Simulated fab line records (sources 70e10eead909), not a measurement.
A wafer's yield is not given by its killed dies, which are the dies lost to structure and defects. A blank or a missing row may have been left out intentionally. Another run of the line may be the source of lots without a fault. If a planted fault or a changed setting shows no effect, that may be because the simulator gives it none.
2 desks, one fault :: flow nand harc :: only its own numbers are on each desk; what lay behind them is given at the end

DESK OF THE TOOL OWNER: rie diel-09
The tool's own readings at NHARC_A_CHANNEL_HOLE_D1_ETCH_34 (etches the open film in CF4/CHF3, target depth 154 nm, time 77 s): means of the sampled wafers that have a number, for each lot that ran on this tool. Marked OUT: a lot whose mean sits more than 4 standard deviations from the usual mean, which makes it out of limits; the brackets give that distance.
Columns: A = drypump motor current A at NHARC_A_CHANNEL_HOLE_D1_ETCH_34, usual 5.6 A; B = oes product au at NHARC_A_CHANNEL_HOLE_D1_ETCH_34, usual 0.948 a.u.; C = rf vpp V at NHARC_A_CHANNEL_HOLE_D1_ETCH_34, usual 370.4 V; D = run length s at NHARC_A_CHANNEL_HOLE_D1_ETCH_34, usual 98.4 s; E = showerhead plenum p Torr at NHARC_A_CHANNEL_HOLE_D1_ETCH_34, usual 1.57 Torr; F = throttle valve pct at NHARC_A_CHANNEL_HOLE_D1_ETCH_34, usual 16.802 %
lot: L443
first seen here: day 8 08:10
A: 5.9
B: 0.954
C: 371.6
D: 98.6
E: 1.60
F: 16.798

lot: L445
first seen here: day 9 09:02
A: 5.6
B: 0.946
C: 371.5
D: 98.7
E: 1.58
F: 16.797

lot: L448
first seen here: day 10 16:41
A: 5.7
B: 0.962
C: 370.4
D: 98.5
E: 1.58
F: 16.793

lot: L453
first seen here: day 12 21:12
A: 5.6
B: 0.958
C: 371.7
D: 95.0 (-6.4) OUT
E: 1.60
F: 16.807

lot: L454
first seen here: day 12 21:59
A: 6.3
B: 0.947
C: 371.4
D: 96.5
E: 1.58
F: 16.807

lot: L466
first seen here: day 18 08:20
A: 5.9
B: 0.944
C: 371.2
D: 98.9
E: 1.58
F: 16.804
Finding of this desk: L453 out of limits; the first was L453 at day 12 21:12, on run length s at NHARC_A_CHANNEL_HOLE_D1_ETCH_34. Within limits: L443, L445, L448, L454, L466.

THE METROLOGY DESK
Lot by lot, what the gauges showed, no matter which tool ran the lot: averages of those sampled wafers that carry a number. Marked OUT: a lot whose mean sits more than 4 standard deviations from the usual mean, which makes it out of limits; the brackets give that distance.
Columns: A = cd nm at NHARC_A_CHANNEL_HOLE_D1_CD_MEAS_18, usual 99.3 nm
lot: L443
first seen here: day 8 08:50
A: 97.3

lot: L445
first seen here: day 9 09:43
A: 98.5

lot: L448
first seen here: day 10 17:22
A: 98.8

lot: L453
first seen here: day 12 21:52
A: 97.8

lot: L454
first seen here: day 12 22:40
A: 93.8

lot: L456
first seen here: day 13 23:11
A: 99.3

lot: L457
first seen here: day 14 17:57
A: 99.6

lot: L462
first seen here: day 16 13:28
A: 101.7

lot: L463
first seen here: day 17 01:15
A: 100.8

lot: L464
first seen here: day 17 10:03
A: 99.6

lot: L465
first seen here: day 18 01:53
A: 100.6

lot: L466
first seen here: day 18 09:01
A: 97.3
Finding of this desk: none of the 12 lots has anything out of limits.

TAKEN TOGETHER
The tool owner's desk had the chance to raise an alarm at day 12 21:12 on L453.
Metrology desk: nothing out of limits seen.
The metrology desk has L453 on record, within its limits.
Of the lots named, all ran NHARC_A_CHANNEL_HOLE_D1_ETCH_34 on rie diel-09.

WHAT THE SIMULATOR HAD INSERTED
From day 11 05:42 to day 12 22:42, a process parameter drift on rie diel-09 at NHARC_A_CHANNEL_HOLE_D1_ETCH_34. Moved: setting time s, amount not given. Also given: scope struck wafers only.
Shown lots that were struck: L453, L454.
Time in hours from fault onset to the first out-of-limits reading at each desk: the tool owner's desk, 40.
